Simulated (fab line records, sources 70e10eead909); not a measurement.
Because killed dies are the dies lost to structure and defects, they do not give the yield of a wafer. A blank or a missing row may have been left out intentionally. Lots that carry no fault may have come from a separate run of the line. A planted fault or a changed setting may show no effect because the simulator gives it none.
Chamber matching / flow nand_harc / rie_diel-08 running NHARC_A_STAIRCASE_TRIM_196: 4 sister chambers
The step chemistry O2, time 211.2 s. 4 wafers are shown with their chamber, then 8 later ones without.

== WAFERS WITH THEIR CHAMBER ==
wafer=L085.6; chamber=0; showerhead_plenum_p_Torr (Torr)=3.67
wafer=L089.3; chamber=3; showerhead_plenum_p_Torr (Torr)=3.43
wafer=L089.6; chamber=2; showerhead_plenum_p_Torr (Torr)=3.36
wafer=L090.1; chamber=1; showerhead_plenum_p_Torr (Torr)=3.61

== WAFERS WITH NO CHAMBER GIVEN ==
wafer=L090.5; showerhead_plenum_p_Torr (Torr)=3.61
wafer=L090.6; showerhead_plenum_p_Torr (Torr)=3.36
wafer=L093.1; showerhead_plenum_p_Torr (Torr)=3.36
wafer=L093.2; showerhead_plenum_p_Torr (Torr)=3.43
wafer=L093.4; showerhead_plenum_p_Torr (Torr)=3.66
wafer=L094.2; showerhead_plenum_p_Torr (Torr)=3.43
wafer=L094.3; showerhead_plenum_p_Torr (Torr)=3.36
wafer=L094.6; showerhead_plenum_p_Torr (Torr)=3.36

== WHICH CHAMBER EACH WENT THROUGH ==
wafer=L090.5; from the rows above=1; in truth=1
wafer=L090.6; from the rows above=2; in truth=2
wafer=L093.1; from the rows above=2; in truth=2
wafer=L093.2; from the rows above=3; in truth=3
wafer=L093.4; from the rows above=0; in truth=0
wafer=L094.2; from the rows above=3; in truth=3
wafer=L094.3; from the rows above=2; in truth=2
wafer=L094.6; from the rows above=2; in truth=2
Correctly placed: 8 of 8. Number that these rows cannot place: 0. 0 placed wrongly.
How it was worked out, from the rows above alone: a wafer's distance from a chamber is the root of the sum, over the readings, of the square of ((its reading less the chamber's mean) divided by the reading's scatter). If the next closest chamber is less than 2 further off than the closest, the wafer can't be placed; otherwise it belongs to the closest. The mean given for a chamber averages the wafers shown for that chamber. The scatter (one wafer shown for each chamber): square how far every hidden wafer sits from the nearest shown wafer, average those squares and take the square root.
